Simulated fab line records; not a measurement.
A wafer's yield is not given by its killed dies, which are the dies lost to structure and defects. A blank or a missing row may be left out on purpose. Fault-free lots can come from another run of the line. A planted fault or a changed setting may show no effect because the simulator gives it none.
Which tool was responsible? | flow nand harc | 72 wafers from 24 lots sampled at 6 of the route's 1302 steps

## WHAT THE GAUGES SHOWED, per wafer
NHARC_A_WL_FILL_INSPECT_15. Usual: raw defect count at 475, with a standard deviation of 120.
lot  | measured     | on                | raw defect count | flag
L074 | day 20 22:18 | defect inspect-01 | 575 414 604      |
L075 | day 21 10:07 | defect inspect-01 | 381 363 300      |
L076 | day 21 10:08 | defect inspect-02 | 445 592 575      |
L077 | day 22 18:14 | defect inspect-01 | 499 384 366      |
L078 | day 22 18:14 | defect inspect-02 | 368 358 277      |
L080 | day 23 10:56 | defect inspect-01 | 414 333 436      |
L079 | day 23 07:56 | defect inspect-02 | 391 647 490      |
L081 | day 23 22:08 | defect inspect-01 | 492 547 630      |
L082 | day 24 20:30 | defect inspect-01 | 559 593 478      |
L083 | day 24 20:31 | defect inspect-02 | 737 746 635      |
L085 | day 26 00:15 | defect inspect-01 | 606 568 530      |
L084 | day 26 00:13 | defect inspect-02 | 481 388 394      |
L086 | day 26 12:34 | defect inspect-01 | 433 406 469      |
L087 | day 26 17:19 | defect inspect-02 | 330 376 478      |
L089 | day 27 20:10 | defect inspect-02 | 424 430 709      |
L090 | day 28 01:14 | defect inspect-02 | 501 376 482      |
L088 | day 28 04:12 | defect inspect-01 | 639 421 444      |
L093 | day 28 12:14 | defect inspect-01 | 503 414 389      |
L092 | day 28 12:14 | defect inspect-02 | 351 600 383      |
L091 | day 28 16:28 | defect inspect-01 | 548 499 803      |
L094 | day 29 19:07 | defect inspect-02 | 598 372 328      |
L095 | day 29 22:05 | defect inspect-02 | 491 464 538      |
L097 | day 30 15:43 | defect inspect-02 | 422 368 339      |
L096 | day 30 20:32 | defect inspect-01 | 331 440 650      |

NHARC_A_CONTACT_CD_MEAS_69: target cd 300 nm. Usual: cd nm at 299.8 nm, with a standard deviation of 0.48.
lot  | measured     | on        | cd nm (nm)        | flag
L074 | day 21 23:09 | cd sem-01 | 299.1 298.9 300.0 |
L075 | day 22 08:34 | cd sem-03 | 300.0 299.4 299.1 |
L076 | day 22 08:25 | cd sem-02 | 300.8 299.6 299.9 |
L077 | day 23 13:34 | cd sem-01 | 300.3 299.6 300.1 |
L078 | day 23 10:26 | cd sem-01 | 299.4 299.3 299.9 |
L080 | day 24 08:49 | cd sem-02 | 299.5 299.9 300.3 |
L079 | day 24 06:43 | cd sem-02 | 300.3 299.2 299.4 |
L081 | day 24 13:47 | cd sem-01 | 300.2 299.6 300.0 |
L082 | day 25 13:21 | cd sem-02 | 300.6 300.2 300.6 |
L083 | day 25 14:02 | cd sem-03 | 298.8 300.0 299.5 |
L085 | day 26 20:00 | cd sem-01 | 301.1 300.2 300.0 |
L084 | day 26 19:34 | cd sem-03 | 300.2 299.9 299.6 |
L086 | day 27 12:51 | cd sem-01 | 299.6 299.5 300.2 |
L087 | day 27 14:07 | cd sem-01 | 300.1 300.3 299.7 |
L089 | day 28 15:38 | cd sem-02 | 299.6 299.4 299.9 |
L090 | day 28 23:26 | cd sem-03 | 300.7 300.1 300.3 |
L088 | day 29 05:04 | cd sem-02 | 299.6 299.5 299.4 |
L093 | day 29 13:44 | cd sem-02 | 299.8 299.4 299.2 |
L092 | day 29 16:04 | cd sem-01 | 298.7 299.1 299.2 |
L091 | day 29 21:46 | cd sem-02 | 299.4 300.2 299.7 |
L094 | day 30 11:48 | cd sem-02 | 300.6 299.9 300.1 |
L095 | day 30 14:10 | cd sem-03 | 299.2 299.9 299.3 |
L097 | day 31 08:02 | cd sem-02 | 299.7 299.2 299.5 |
L096 | day 31 12:59 | cd sem-01 | 299.9 300.0 299.3 |

NHARC_A_CONTACT_INSPECT_71. Usual: raw defect count at 71, with a standard deviation of 37.
lot  | measured     | on                | raw defect count | flag
L074 | day 21 23:17 | defect inspect-01 | 56 52 71         |
L075 | day 22 08:42 | defect inspect-01 | 18 15 18         |
L076 | day 22 08:32 | defect inspect-02 | 137 149 137      |
L077 | day 23 13:41 | defect inspect-01 | 18 26 21         |
L078 | day 23 10:34 | defect inspect-01 | 36 58 49         |
L080 | day 24 08:56 | defect inspect-02 | 81 67 75         |
L079 | day 24 06:50 | defect inspect-01 | 96 97 106        |
L081 | day 24 13:55 | defect inspect-02 | 116 112 124      |
L082 | day 25 13:29 | defect inspect-02 | 73 59 60         |
L083 | day 25 14:10 | defect inspect-02 | 116 126 109      |
L085 | day 26 20:08 | defect inspect-02 | 11 16 20         |
L084 | day 26 19:41 | defect inspect-01 | 68 69 79         |
L086 | day 27 12:58 | defect inspect-02 | 61 61 65         |
L087 | day 27 14:14 | defect inspect-02 | 64 77 62         |
L089 | day 28 15:45 | defect inspect-01 | 71 52 61         |
L090 | day 28 23:34 | defect inspect-01 | 96 119 89        |
L088 | day 29 05:11 | defect inspect-01 | 25 21 32         |
L093 | day 29 13:52 | defect inspect-01 | 152 135 130      |
L092 | day 29 16:11 | defect inspect-01 | 25 28 31         |
L091 | day 29 21:53 | defect inspect-01 | 84 85 106        |
L094 | day 30 11:55 | defect inspect-02 | 24 38 41         |
L095 | day 30 14:17 | defect inspect-01 | 127 88 110       |
L097 | day 31 08:10 | defect inspect-02 | 86 81 78         |
L096 | day 31 13:07 | defect inspect-02 | 57 56 61         |

## TOOL THAT RAN EACH LOT (tool first, then ch and the chambers of the sampled wafers, then the start)
lot  | NHARC_A_WL_FILL_ETCHBACK_05       | NHARC_A_WL_FILL_ETCHBACK_16                   | NHARC_A_CONTACT_ETCH_118
L074 | rie metal-01 ch 0, day 20 05:43   | rie diel-06 ch 1,2,3, day 20 22:18 or earlier | har cap etch-02 ch 0,1, day 21 11:22
L075 | rie metal-02 ch 1, day 20 17:43   | rie diel-02 ch 1,2, day 21 10:07 or earlier   | har cap etch-02 ch 0,1, day 21 23:14
L076 | rie metal-03 ch 0,1, day 20 19:51 | rie diel-06 ch 2,3, day 21 10:08 or earlier   | har cap etch-03 ch 0,1, day 21 23:07
L077 | rie metal-01 ch 0,1, day 22 02:01 | rie diel-07 ch 0,1, day 22 18:14 or earlier   | har cap etch-01 ch 0,1, day 23 04:15
L078 | rie metal-02 ch 1, day 22 02:15   | rie diel-07 ch 2,3, day 22 18:14 or earlier   | har cap etch-02 ch 0,1, day 23 03:23
L080 | rie metal-02 ch 0,1, day 22 15:04 | rie diel-02 ch 0,2,3, day 23 10:56 or earlier | har cap etch-03 ch 0,1, day 23 23:21
L079 | rie metal-01 ch 0,1, day 22 15:07 | rie diel-07 ch 1,2,3, day 23 07:56 or earlier | har cap etch-01 ch 0,1, day 23 21:39
L081 | rie metal-02 ch 0,1, day 23 03:01 | rie diel-02 ch 1,3, day 23 22:08 or earlier   | har cap etch-02 ch 0,1, day 24 06:50
L082 | rie metal-01 ch 0,1, day 24 02:28 | rie diel-02 ch 0,1,2, day 24 20:30 or earlier | har cap etch-03 ch 0,1, day 25 05:34
L083 | rie metal-02 ch 0,1, day 24 02:47 | rie diel-07 ch 1,3, day 24 20:31 or earlier   | har cap etch-01 ch 0,1, day 25 06:47
L085 | rie metal-02 ch 1, day 25 07:30   | rie diel-06 ch 0,2,3, day 26 00:15 or earlier | har cap etch-01 ch 0,1, day 26 10:10
L084 | rie metal-03 ch 1, day 25 07:43   | rie diel-02 ch 0,1, day 26 00:13 or earlier   | har cap etch-03 ch 0, day 26 09:18
L086 | rie metal-02 ch 1, day 25 19:47   | rie diel-02 ch 0,3, day 26 12:34 or earlier   | har cap etch-01 ch 0,1, day 27 02:56
L087 | rie metal-01 ch 0,1, day 26 00:17 | rie diel-07 ch 0,1,3, day 26 17:19 or earlier | har cap etch-02 ch 0,1, day 27 07:04
L089 | rie metal-01 ch 0,1, day 27 00:57 | rie diel-07 ch 1,2,3, day 27 20:10 or earlier | har cap etch-03 ch 0,1, day 28 05:37
L090 | rie metal-03 ch 0,1, day 27 08:25 | rie diel-06 ch 0,2,3, day 28 01:14 or earlier | har cap etch-01 ch 0,1, day 28 10:08
L088 | rie metal-01 ch 0,1, day 27 09:01 | rie diel-07 ch 1,3, day 28 04:12 or earlier   | har cap etch-02 ch 0,1, day 28 13:08
L093 | rie metal-01 ch 0,1, day 27 19:35 | rie diel-02 ch 0,2,3, day 28 12:14 or earlier | har cap etch-02 ch 0,1, day 29 00:44
L092 | rie metal-03 ch 1, day 27 22:06   | rie diel-06 ch 0,1,2, day 28 12:14 or earlier | har cap etch-03 ch 0,1, day 29 05:05
L091 | rie metal-01 ch 0,1, day 27 22:14 | rie diel-02 ch 0,1,2, day 28 16:28 or earlier | har cap etch-03 ch 0,1, day 29 14:29
L094 | rie metal-02 ch 0,1, day 29 02:26 | rie diel-06 ch 0,1,2, day 29 19:07 or earlier | har cap etch-01 ch 0,1, day 30 04:57
L095 | rie metal-01 ch 0,1, day 29 02:38 | rie diel-06 ch 0,2,3, day 29 22:05 or earlier | har cap etch-02 ch 0, day 30 07:03
L097 | rie metal-01 ch 0,1, day 29 20:01 | rie diel-07 ch 0,1,3, day 30 15:43 or earlier | har cap etch-01 ch 0,1, day 31 00:37
L096 | rie metal-02 ch 0,1, day 30 00:53 | rie diel-02 ch 0,3, day 30 20:32 or earlier   | har cap etch-02 ch 0,1, day 31 05:53
- NHARC_A_WL_FILL_ETCHBACK_05: etches the open film in Cl2/BCl3, target depth 22 nm, time 60 s.
- NHARC_A_WL_FILL_ETCHBACK_16: etches the open film in C4F8/O2/Ar, target depth 120 nm, time 24 s.
- NHARC_A_CONTACT_ETCH_118: etches the open film in C4F8/O2/Ar, time 190 s, target depth 1850 nm.

## WHAT THE TOOLS THEMSELVES READ (means of the sampled wafers that have a number; where no wafer has one, the mark that the record gives instead)
NHARC_A_WL_FILL_ETCHBACK_05. Usual: drypump motor current A 5.5 A, standard deviation 0.42; oes product au 1.002 a.u., standard deviation 0.012.
lot  | tool         | drypump motor current A (A) | oes product au (a.u.) | flag
L074 | rie metal-01 | 4.8                         | 1.007                 |
L075 | rie metal-02 | 6.1                         | 1.018                 |
L076 | rie metal-03 | 5.6                         | 0.997                 |
L077 | rie metal-01 | 5.1                         | 1.000                 |
L078 | rie metal-02 | 6.1                         | 1.008                 |
L080 | rie metal-02 | 5.9                         | 1.004                 |
L079 | rie metal-01 | 5.3                         | 1.003                 |
L081 | rie metal-02 | 5.9                         | 0.993                 |
L082 | rie metal-01 | 5.1                         | 1.008                 |
L083 | rie metal-02 | 5.7                         | 0.985                 |
L085 | rie metal-02 | 6.1                         | 0.998                 |
L084 | rie metal-03 | 5.3                         | 1.001                 |
L086 | rie metal-02 | 6.1                         | 1.004                 |
L087 | rie metal-01 | 5.3                         | 1.008                 |
L089 | rie metal-01 | 5.3                         | 1.010                 |
L090 | rie metal-03 | 5.4                         | 1.007                 |
L088 | rie metal-01 | 5.3                         | 1.012                 |
L093 | rie metal-01 | 5.1                         | 1.014                 |
L092 | rie metal-03 | 5.3                         | 1.003                 |
L091 | rie metal-01 | 5.1                         | 1.014                 |
L094 | rie metal-02 | 5.9                         | 0.999                 |
L095 | rie metal-01 | 5.1                         | 1.009                 |
L097 | rie metal-01 | 5.1                         | 1.010                 |
L096 | rie metal-02 | 5.9                         | 0.996                 |

NHARC_A_WL_FILL_ETCHBACK_16. Usual: bias w 800.0 W, standard deviation 2.3; oes product au 0.97 a.u., standard deviation 0.033; rf vpp V 722 V, standard deviation 3.9.
lot  | tool        | bias w (W) | oes product au (a.u.) | rf vpp V (V) | flag
L074 | rie diel-06 | 798.8      | 0.93                  | 719          |
L075 | rie diel-02 | 798.4      | 0.99                  | 722          |
L076 | rie diel-06 | 800.5      | 0.93                  | 721          |
L077 | rie diel-07 | 800.2      | 0.99                  | 724          |
L078 | rie diel-07 | 799.0      | 0.99                  | 728          |
L080 | rie diel-02 | 800.7      | 0.98                  | 721          |
L079 | rie diel-07 | 799.0      | 0.91                  | 725          |
L081 | rie diel-02 | 800.0      | 0.93                  | 725          |
L082 | rie diel-02 | 802.1      | 1.00                  | 722          |
L083 | rie diel-07 | 799.2      | 0.98                  | 723          |
L085 | rie diel-06 | 800.3      | 0.93                  | 719          |
L084 | rie diel-02 | 800.0      | 0.99                  | 720          |
L086 | rie diel-02 | 799.9      | 0.92                  | 723          |
L087 | rie diel-07 | 800.9      | 0.99                  | 724          |
L089 | rie diel-07 | 801.2      | 0.97                  | 724          |
L090 | rie diel-06 | 799.0      | 0.93                  | 719          |
L088 | rie diel-07 | 800.7      | 0.99                  | 721          |
L093 | rie diel-02 | 801.6      | 0.93                  | 722          |
L092 | rie diel-06 | 800.6      | 1.00                  | 718          |
L091 | rie diel-02 | 801.7      | 0.99                  | 721          |
L094 | rie diel-06 | 798.9      | 0.99                  | 718          |
L095 | rie diel-06 | 798.7      | 0.99                  | 719          |
L097 | rie diel-07 | 800.4      | 1.00                  | 725          |
L096 | rie diel-02 | 801.7      | 0.98                  | 720          |

## THE ANSWER, worked out from the rows above alone
Rule: a lot counts as off when the mean over its wafers that have a number is more than 3 standard deviations away from the usual mean. A lot without any number at a reading at which 4 lots or more have one is off too. Any other lot the step has rows for is counted as sound. The gauges are gone through in route order, then the tools' own readings, and for those a lot's mean is taken as printed above. At the first step where some lot is off, the reading lying furthest off is the one used; lots without a number count as furthest.
No lot is off at any reading shown: from this, nothing can be told.

## WHAT WAS PUT IN BY THE SIMULATOR
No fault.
